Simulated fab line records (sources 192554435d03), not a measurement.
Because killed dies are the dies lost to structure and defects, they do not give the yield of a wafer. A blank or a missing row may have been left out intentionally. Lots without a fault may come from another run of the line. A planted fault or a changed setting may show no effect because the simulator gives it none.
Comparing a struck lot with a sound one    flow n5 finfet    37 steps out of a route of 1938
Sound: wafers L460.1, L460.4, L460.6. Wafers struck: L456.1, L456.2, L456.4. At the end, the cause is stated.
For every step that has rows: the tool of each side, followed by ch and its chambers, followed by its first start. Under that, the readings that differ: sound wafers    struck wafers    difference of the means    sigmas: that difference in standard deviations of wafers without a fault.
alike: readings whose means differ by less than 2 such deviations, and words and numbers that are the same on both sides. not compared: withheld readings, readings that some wafer has no value for, bounds like >300 that may hide the same value, and numbers for which the record gives no deviation and whose values overlap.
The two part at a step that has a row with sigmas, a row that says differs or no value, or rows on one side only. Numbers that don't overlap but have no deviation are shown without sigmas and don't part them. A reading missing from all wafers of one side parts the sides only when that side holds two or more wafers.

first, 9 steps without rows for these wafers: N5_HKMG_FIN_SOFTBAKE_44 (time 60 s); N5_HKMG_FIN_EXPOSE_46 (exposes mask NDIPOLE); N5_HKMG_FIN_PEB_47 (peb time 60 s); N5_HKMG_FIN_DEVELOP_48 (develop time 30 s); N5_HKMG_FIN_DESCUM_53 (chemistry O2, time 7.9 s); N5_HKMG_FIN_ETCH_54 (etches SiARC in CF4, target depth 45.5 nm, time 75.8 s); N5_HKMG_FIN_ETCH_55 (etches SOC in N2/H2, target depth 240 nm, time 300 s); N5_HKMG_FIN_STRIP_56 (strips in N2/H2); N5_HKMG_FIN_STRIP_57 (strips in CF4).
N5_HKMG_FIN_ETCH_58: etches SOC in N2/H2, target depth 215.8 nm, time 741 s.
  sound on rie diel-01 ch 1,3, day 6 17:25; struck on rie diel-01 ch 1,2,3, day 5 19:49
  no value came back on the struck wafers for any of 8 readings (bias w (W), chamber pressure mTorr (mTorr) and others); on the sound wafers bias w (W) reads 13.03 13.05 13.02
reading                                    sound              struck             difference  sigmas
model.SOC_of_HKMG_FIN_COAT_41.thk nm (nm)  81 91.6 81.2       299.6 300.2 299.8  +215.3      
model.HKMG_FIN.feature depth nm (nm)       218.8 207.4 218.8  229 238.2 250.6    +24         
  not compared: rf hours counter h
N5_HKMG_FIN_STRIP_93: strips SOC in N2/H2, time 20 s.
  sound on rie diel-01 ch 1,3, day 6 17:50; struck on rie diel-01 ch 1,2,3, day 5 20:14
reading                                    sound       struck         difference  sigmas
model.SOC_of_HKMG_FIN_COAT_41.thk nm (nm)  70.6 82 71  290 290 289.2  +215        
  alike: drypump motor current A, oes product au, rf vpp V, showerhead plenum p Torr, throttle valve pct
  not compared: rf hours counter h
then, 24 steps without rows for these wafers: N5_HKMG_FIN_WET_ETCH_76 (etches Al2O3 in dNH4OH, stops on La2O3, target depth 2.25 nm, rinse time 30 s); N5_HKMG_FIN_STRIP_60 (strips in N2/H2, time 360 s); N5_HKMG_FIN_WET_ETCH_77 (etches La2O3 in dHCl, stops on HfO2, target depth 2 nm); N5_HKMG_FIN_WET_ETCH_78 (etches Al2O3 in dNH4OH, stops on La2O3, target depth 4.5 nm, rinse time 30 s); N5_HKMG_FIN_ALD_79 (deposits TiN, target thk 1.5 nm, pulse time 1 s, purge time 3 s); N5_HKMG_FIN_CVD_62 (deposits a-Si from Si2H6, target thk 3 nm, time 20.8 s); N5_HKMG_FIN_RTA_80 (time 2 s); N5_HKMG_FIN_PRECLEAN_64 (cleans in dHF, time 30 s); N5_HKMG_FIN_WET_ETCH_65 (etches a-Si in TMAH, stops on TiN, time 49 s, target depth 3 nm); N5_HKMG_FIN_WET_ETCH_81 (etches TiN in SC1, stops on HfO2, time 57 s, target depth 6 nm); N5_HKMG_FIN_WET_ETCH_82 (etches La2O3 in dHCl, stops on HfO2, target depth 2 nm, rinse time 30 s); N5_HKMG_FIN_ALD_36 (deposits TiN, target thk 1 nm, pulse time 1 s, purge time 3 s); N5_HKMG_FIN_PWFM_ALD_03 (deposits TiN, target thk 2 nm, pulse time 1 s, purge time 3 s); N5_HKMG_FIN_COAT_29 (time 60 s, resist thk 300 nm); N5_HKMG_FIN_COAT_30 (time 60 s, resist thk 35 nm); N5_HKMG_FIN_COAT_06 (resist thk 90 nm); N5_HKMG_FIN_EBR_08; N5_HKMG_FIN_SOFTBAKE_07 (time 60 s); N5_HKMG_FIN_EXPOSE_09 (exposes mask NWFM); N5_HKMG_FIN_PEB_10 (peb time 60 s); N5_HKMG_FIN_DEVELOP_11 (develop time 30 s); N5_HKMG_FIN_DESCUM_17 (chemistry O2, time 7.9 s); N5_HKMG_FIN_ETCH_31 (etches SiARC in CF4, target depth 45.5 nm, time 75.8 s); N5_HKMG_FIN_ETCH_32 (etches SOC in N2/H2, target depth 240 nm, time 300 s).
-- a jump in the record: the struck wafers' starts before and after are 4 days apart (it breaks off in module HKMG_FIN and resumes in module BEOL_M4, where the first step shown is number 1111 of the route) --
N5_BEOL_M4_RC_MEAS_101:
  sound on prober-01 ch 0, day 10 11:14; struck on prober-02 ch 0, day 10 07:27
reading              sound                    struck                        difference  sigmas
IOFF_N (nA/um)       0.13 0.18 0.13           33.86 24.88 26.63             +28.31      +99 or more
IOFF_N_85C (nA/um)   2.6 3.4 2.6              274.3 215.9 224.9             +235.5      +99 or more
IOFF_N_LIN (nA/um)   0.063 0.079 0.062        15.026 11.655 12.162          +12.880     +99 or more
IOFF_N_LONG (nA/um)  4.92e-05 4.96e-05 5e-05  0.0095329 0.009167 0.0093038  +0.0092850  +99 or more
ION_N (uA/um)        670 664 661              969 949 955                   +293        +23
VT_N (mV)            254 253 253              97 104 103                    -152        -38
VT_N_LONG (mV)       276.4 275.8 276.0        126.5 127.1 127.4             -149.1      -68
VT_P_LVT (mV)        -99.3 -96.3 -99.2        -248.3 -251.4 -251.5          -152.1      -54
  alike: DIBL_N, DIBL_P, IOFF_P, ION_P, SS_N, SS_P, VT_P
-- here the record skips 5 days between the struck wafers' starts before and after, leaving off in module BEOL_M4 and picking up in module PASSIVATION (first step shown: number 1936 of the route) --
N5_PASSIVATION_PROBE_49:
  sound on prober-01, day 14 23:10; struck on prober-02, day 14 22:40
reading                 sound           struck             difference  sigmas
sort_bin_4_leakage (%)  0 0 0           91.02 92.37 92.12  +91.84      +99 or more
sort n pass             1056 1088 1071  0 0 0              -1072       -63
sort yield pct (%)      89.5 92.2 90.8  0 0 0              -91         -65
  alike: defect limited yield, killed_at_M0_to_M3, killed_at_M4_up, killed at contacts, killed at front end, killed at other, killed dies, killed open, killed short, sort_bin_5_function, sort_bin_6_memory

WHERE THEY PART
Earliest at N5_HKMG_FIN_ETCH_58; latest, in this record, at N5_PASSIVATION_PROBE_49.

WHY: the cause the simulator had injected
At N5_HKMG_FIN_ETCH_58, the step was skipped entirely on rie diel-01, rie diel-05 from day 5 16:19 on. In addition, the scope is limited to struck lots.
